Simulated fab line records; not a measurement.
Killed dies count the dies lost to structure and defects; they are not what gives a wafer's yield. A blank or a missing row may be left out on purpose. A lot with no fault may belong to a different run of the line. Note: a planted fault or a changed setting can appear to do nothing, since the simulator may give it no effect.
fab line records -- flow nandHarc
record: lots: 6, wafers: 18, lastDay: 32
route steps=1302 shown A_ZERO_WELL@399
lots that met no fault: taken from a fault-free run of the same line
startH: the number of hours between the record's first day and the start of the first shown wafer of the lot -- waitH: how many hours have passed since the lot's step before this one -- " same as the row above -- L1.1+2: a row that stands for several wafers -- - no value, or no start given -- * or withheld: withheld -- < > ~ a bound
route shown NAME@n: a module of which the file shows steps, and the number in the route of the first -- usual: mean and standard deviation over wafers with no fault -- same: alike in all rows -- chamber/n: place in a boat -- sites: per-site readings -- _std_site: standard deviation of those values -- _edge_site: the outer-site mean with the inner-site mean subtracted -- radiusMm: for every site, how far away it sits from the centre of the wafer -- mask NAME#n: copy n -- behind: the last tool/chamber to shape the wafer -- hold: what put the lot on hold/how long, in hours/how the hold closed -- device: transistor that didn't switch, given as n, p or np -- end of line: tests of these same wafers at the route's end -- a step without rows: its recipe alone -- killed: at the first sort, the dies lost to defects and structure; wafer yield is something else -- map: a wafer's dies, x killed, . not, _ none there
set.NAME: the setting that was run; set.NAME@STEP: the one run at that earlier step -- model.NAME: the simulator's own value behind a step, which no gauge read
lots seen at some steps along the route; tables by step, rows by wafer
services: a tool's chamber out of use, with start hour (startH, from the record's first day; less than 0 if before it), hours out, and reason
== steps ==
step: NHARC_A_ZERO_WELL_PEB_08
recipe: pebTempC: 128, pebTimeS: 80
step: NHARC_A_ZERO_WELL_DEVELOP_09
recipe: timeS: 50, devTempC: 22
step: NHARC_A_ZERO_WELL_CD_MEAS_10
recipe: targetCdNm: 2000, landingEnergyEv: 500
usual: cdNm: 2000.1/2.5
lot.wafer,tool,chamber,startH,waitH,cdNm
L309.1,cdSem-01,0,144.37,-,2006.3
L309.3,cdSem-01,0,144.37,-,2002.3
L309.5,cdSem-01,0,144.37,-,2002.2
L310.1,cdSem-01,0,157.44,-,2004.5
L310.2,cdSem-01,0,157.44,-,2002.6
L310.3,cdSem-01,0,157.44,-,1999.1
L311.2,cdSem-01,0,172.60,-,1998.6
L311.3,cdSem-01,0,172.60,-,1997.7
L311.4,cdSem-01,0,172.60,-,2000.9
L321.2,cdSem-03,0,263.94,-,2002.3
L321.3,cdSem-03,0,263.94,-,2000.7
L321.4,cdSem-03,0,263.94,-,1996.9
L324.1,cdSem-02,0,302.52,-,2001.5
L324.4,cdSem-02,0,302.52,-,1999.0
L324.5,cdSem-02,0,302.52,-,2001.3
L328.1,cdSem-03,0,337.54,-,1998.4
L328.4,cdSem-03,0,337.54,-,1998.8
L328.6,cdSem-03,0,337.54,-,2002.0
step: NHARC_A_ZERO_WELL_HARDBAKE_11
recipe: tempC: 118, timeS: 65
step: NHARC_A_ZERO_WELL_DESCUM_12
recipe: timeS: 3, o2FlowSccm: 200, arFlowSccm: 0, biasPowerW: 0, chemistry: O2
usual: drypumpMotorCurrentA: 5.7/0.35, mfcArSccm: 0.003/0.0069, oesProductAu: 0.997/0.014, rfVppV: 57.7/0.87, showerheadPlenumPTorr: 1.91/0.088, throttleValvePct: 11.311/0.01
lot.wafer,tool,chamber,startH,waitH,drypumpMotorCurrentA,mfcArSccm,oesProductAu,rfHoursCounterH,rfVppV,showerheadPlenumPTorr,throttleValvePct
L309.1,rieDiel-05,3,144.55,-,5.8,0,1.018,3,57.6,1.96,11.324
L309.3,rieDiel-05,0,144.55,-,5.6,0,1.007,3,55.3,1.80,11.307
L309.5,rieDiel-05,0,144.55,-,5.5,0,1.008,-,57.4,1.80,11.309
L310.2,rieDiel-05,3,157.60,-,5.8,0,1.030,3,59.3,1.96,11.313
L310.3,rieDiel-05,0,157.60,-,5.5,0,1.022,4,57.8,1.80,11.298
L310.1,rieDiel-05,2,157.60,-,5.5,0.002,1.006,4,58.2,2.05,11.308
L311.4,rieDiel-05,3,172.76,-,5.8,0,1.019,3,57.6,1.96,11.309
L311.3,rieDiel-05,0,172.76,-,5.5,0,0.998,4,57.7,1.80,11.308
L311.2,rieDiel-05,2,172.76,-,5.5,0.002,0.994,4,58.9,2.05,11.317
L321.3,rieDiel-05,3,264.11,-,5.8,0,1.007,1,58.4,1.96,11.310
L321.2,rieDiel-05,0,264.11,-,5.5,0,0.988,1,57.0,1.80,11.313
L321.4,rieDiel-05,1,264.11,-,5.7,0,0.995,1,59.3,1.88,11.317
L324.1,rieDiel-05,2,302.67,-,5.5,0.002,0.980,2,58.2,2.05,11.319
L324.5,rieDiel-05,2,302.67,-,5.5,0.002,0.975,-,58.5,2.05,11.312
L324.4,rieDiel-05,1,302.67,-,5.8,0,1.000,-,57.6,1.88,11.305
L328.1,rieDiel-05,0,337.70,-,5.5,0,0.997,2,58.2,1.80,11.318
L328.4,rieDiel-05,2,337.70,-,5.5,0.002,0.975,3,60.4,2.05,11.314
L328.6,rieDiel-05,0,337.70,-,5.5,0,0.988,-,57.5,1.80,11.312
step: NHARC_A_ZERO_WELL_ETCH_19
recipe: targetDepthA: 800, overetchA: 240, timeS: 87.88, ionEnergyEv: 200, n2FlowSccm: 150, h2FlowSccm: 150, arFlowSccm: 0, rfW: 400, biasW: 150, chemistry: N2/H2
usual: drypumpMotorCurrentA: 5.7/0.37, mfcArSccm: 0.002/0.0064, oesProductAu: 0.997/0.014, rfVppV: 430.7/2.7, showerheadPlenumPTorr: 2.04/0.097, throttleValvePct: 14.171/0.0091
lot.wafer,tool,chamber,startH,waitH,drypumpMotorCurrentA,mfcArSccm,oesProductAu,rfHoursCounterH,rfVppV,showerheadPlenumPTorr,throttleValvePct
L309.1,rieDiel-05,3,144.64,0.1,5.8,0,1.025,3,431.7,2.09,14.175
L309.3,rieDiel-05,0,144.64,0.1,5.5,0,1.018,3,428.5,1.91,14.175
L309.5,rieDiel-05,2,144.64,0.1,5.5,0.002,0.988,-,434.5,2.19,14.167
L310.1,rieDiel-05,3,157.68,0.1,5.8,0,1.028,3,431.8,2.09,14.163
L310.2,rieDiel-05,0,157.68,0.1,5.5,0,1.003,4,428.0,1.91,14.187
L310.3,rieDiel-05,2,157.68,0.1,5.5,0.002,1.000,4,434.5,2.19,14.166
L311.2,rieDiel-05,3,172.84,0.1,5.8,0,1.021,3,432.6,2.09,14.184
L311.3,rieDiel-05,0,172.84,0.1,5.5,0,1.009,4,427.7,1.91,14.159
L311.4,rieDiel-05,2,172.84,0.1,5.6,0.002,0.996,4,435.0,2.19,14.176
L321.3,rieDiel-05,0,264.19,0.1,5.5,0,0.988,1,427.2,1.91,14.181
L321.2,rieDiel-05,1,264.19,0.1,5.7,0,0.985,1,429.1,2.00,14.172
L321.4,rieDiel-05,2,264.19,0.1,5.6,0.002,0.967,1,435.7,2.19,14.160
L324.1,rieDiel-05,2,302.79,0.1,5.5,0.002,0.976,2,435.2,2.19,14.178
L324.5,rieDiel-05,1,302.79,0.1,5.7,0,0.995,-,429.1,2.00,14.178
L324.4,rieDiel-05,2,302.79,0.1,5.6,0.002,0.966,-,434.5,2.19,14.174
L328.1,rieDiel-05,2,337.80,0.1,5.5,0.002,0.978,3,434.3,2.19,14.168
L328.4,rieDiel-05,3,337.80,0.1,5.8,0,1.011,2,433.8,2.09,14.164
L328.6,rieDiel-05,1,337.80,0.1,5.7,0,0.998,-,431.0,2.00,14.170
step: NHARC_A_ZERO_WELL_ETCH_13
recipe: targetDepthA: 1200, timeS: 40.1, hbrFlowSccm: 150, cl2FlowSccm: 50, rfW: 400, icpW: 400, biasW: 100, chemistry: HBr/Cl2
usual: drypumpMotorCurrentA: 5.6/0.59, oesProductAu: 1.004/0.016, throttleValvePct: 26.405/0.0098
lot.wafer,tool,chamber,startH,waitH,drypumpMotorCurrentA,oesProductAu,rfHoursCounterH,throttleValvePct
L309.3,rieSi-05,2,144.76,-,5.7,0.991,0.1,26.405
L309.1,rieSi-05,0,144.76,-,6.6,1.020,0.1,26.409
L309.5,rieSi-05,1,144.76,-,5.5,1.032,-,26.434
L310.2,rieSi-03,2,157.80,-,6.3,1.000,0.6,26.377
L310.1,rieSi-03,0,157.80,-,5.1,0.974,0.6,26.413
L310.3,rieSi-03,1,157.80,-,5.0,1.011,0.6,26.394
L311.4,rieSi-05,2,172.96,-,5.6,0.984,0.3,26.414
L311.3,rieSi-05,0,172.96,-,6.7,1.021,0.3,26.387
L311.2,rieSi-05,1,172.96,-,5.5,1.027,0.4,26.410
L321.4,rieSi-01,2,264.30,-,4.8,1.006,0.4,26.390
L321.2,rieSi-01,3,264.30,-,5.7,1.019,0.5,26.408
L321.3,rieSi-01,1,264.30,-,5.2,1.006,0.3,26.412
L324.4,rieSi-05,0,302.92,-,6.6,1.006,1.2,26.407
L324.1,rieSi-05,1,302.92,-,5.5,1.029,1.2,26.412
L324.5,rieSi-05,3,302.92,-,6.3,1.003,-,26.413
L328.4,rieSi-05,1,337.91,-,5.5,1.009,0.1,26.401
L328.1,rieSi-05,3,337.91,-,6.3,0.992,0.1,26.430
L328.6,rieSi-05,1,337.91,-,5.5,1.015,-,26.407
step: NHARC_A_ZERO_WELL_STRIP_14
recipe: timeS: 900, tempC: 130, chemistry: SPM
step: NHARC_A_ZERO_WELL_IMPLANT_15
recipe: energyKev: 150, doseCm2: 1e+13, tiltDeg: 7
step: NHARC_A_ZERO_WELL_PRECLEAN_22
recipe: timeS: 60, tempC: 50, bathAgeMin: 0, chemistry: SC1
step: NHARC_A_ZERO_WELL_SRD_23
step: NHARC_A_ZERO_WELL_RTA_16
recipe: tempC: 1000, timeS: 10
usual: annealTempCMax: 1006.3/2.5, lampPowerPct: 30.3/0.62, lamp_zone_1_pct: 30.3/0.61, wafer_temp_C_max: 1005.4/1.5
lot.wafer,tool,chamber,startH,waitH,annealTempCMax,lampPowerPct,lamp_zone_1_pct,wafer_temp_C_max
L309.1,rtpAnneal-01,0,145.65,-,1007.8,29.7,29.7,1004.0
L309.3,rtpAnneal-01,0,145.65,-,1010.1,29.7,29.7,1003.7
L309.5,rtpAnneal-01,0,145.65,-,1009.4,29.7,29.7,1004.2
L310.1,rtpAnneal-02,-,158.84,-,-,-,-,-
L310.2,rtpAnneal-02,-,158.84,-,-,-,-,-
L310.3,rtpAnneal-02,-,158.84,-,-,-,-,-
L311.2,rtpAnneal-02,-,173.90,-,-,-,-,-
L311.3,rtpAnneal-02,-,173.90,-,-,-,-,-
L311.4,rtpAnneal-02,-,173.90,-,-,-,-,-
L321.2,rtpAnneal-01,0,265.23,-,1009.4,29.7,29.7,1006.1
L321.3,rtpAnneal-01,0,265.23,-,1007.2,29.7,29.7,1005.2
L321.4,rtpAnneal-01,0,265.23,-,1008.6,29.7,29.7,1004.0
L324.1,rtpAnneal-01,0,303.82,-,1007.7,29.8,29.7,1003.7
L324.4,rtpAnneal-01,0,303.82,-,1009.5,29.6,29.7,1003.4
L324.5,rtpAnneal-01,0,303.82,-,1009.6,29.7,29.7,1004.7
L328.1,rtpAnneal-02,0,338.80,-,1003.9,30.9,30.9,1004.7
L328.4,rtpAnneal-02,0,338.80,-,1004.1,30.9,30.9,1005.7
L328.6,rtpAnneal-02,0,338.80,-,1003.7,30.9,30.9,1007.8
step: NHARC_A_ZERO_WELL_INSPECT_17
usual: rawDefectCount: 10/5
lot.wafer,tool,chamber,startH,waitH,rawDefectCount
L309.1,defectInspect-02,-,145.85,0.2,7
L309.3,defectInspect-02,-,145.85,0.2,12
L309.5,defectInspect-02,-,145.85,0.2,4
L310.1,defectInspect-02,-,159.07,0.2,10
L310.2,defectInspect-02,-,159.07,0.2,9
L310.3,defectInspect-02,-,159.07,0.2,14
L311.2,defectInspect-02,-,174.07,0.1,12
L311.3,defectInspect-02,-,174.07,0.1,4
L311.4,defectInspect-02,-,174.07,0.1,5
L321.2,defectInspect-01,-,265.40,0.1,2
L321.3,defectInspect-01,-,265.40,0.1,18
L321.4,defectInspect-01,-,265.40,0.1,10
L324.1,defectInspect-02,-,304.02,0.2,4
L324.4,defectInspect-02,-,304.02,0.2,10
L324.5,defectInspect-02,-,304.02,0.2,6
L328.1,defectInspect-02,-,339.00,0.2,9
L328.4,defectInspect-02,-,339.00,0.2,6
L328.6,defectInspect-02,-,339.00,0.2,11
== services ==
tool,chamber,startH,hours,kind
rieSi-05,-,128.00,9.0,pm
rieDiel-05,0,135.12,-,clean
rieDiel-05,1,135.12,-,clean
rieDiel-05,2,135.12,-,clean
rieDiel-05,3,135.12,-,clean
rieSi-03,3,151.47,8.1,repair
rieDiel-05,-,151.60,2.0,repair
rieDiel-05,0,159.62,-,clean
rieDiel-05,1,159.62,-,clean
rieSi-05,2,171.88,1.0,repair
rieSi-03,2,183.47,2.4,repair
rieSi-03,-,190.67,0.6,repair
rieSi-01,-,193.00,9.0,pm
rieSi-05,1,196.04,10.8,repair
rieSi-05,-,204.49,0.4,repair
rieSi-03,-,221.00,9.0,pm
rieDiel-05,-,229.73,9.0,pm
rieSi-03,1,256.86,2.9,repair
rieSi-01,-,273.78,1.1,repair
rieDiel-05,3,284.47,48.8,repair
rieSi-05,-,305.00,9.0,pm
rieDiel-05,-,306.84,1.1,repair
rieSi-01,0,310.26,2.7,repair
rieDiel-05,1,325.53,5.7,repair
== key ==
firstSign: step: NHARC_A_ZERO_WELL_RTA_16, reading: toolRecord, direction: missing
effect none on later readings
metAt NHARC_A_ZERO_WELL_RTA_16
struckWafers L310.1,L310.2,L310.3,L311.2,L311.3,L311.4
laterRowsLeftOut L310.1,L310.2,L310.3,L311.2,L311.3,L311.4
sortLeftOut L310.1,L310.2,L310.3,L311.2,L311.3,L311.4
testerLeftOut L310,L311
fault: kind: skippedStepWhole, tool: rtpAnneal-02, chamber: -, onsetH: 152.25, steps: NHARC_A_ZERO_WELL_RTA_16, scope: struckLotsOnly
testerLeftOut: of these lots the tester's yield and bins aren't shown, on N5 and GAA mostly nor the transistor test; their killed dies are dies lost to structure and defects alone, not to doping, threshold or leakage, so they don't give the yield
sortLeftOut: the simulated sort isn't trusted on such a fault, so these wafers' sort isn't shown, and their yield isn't known
laterRowsLeftOut: the simulator's readings of these wafers behind a module that went badly wrong aren't trusted and aren't shown, but for the sort
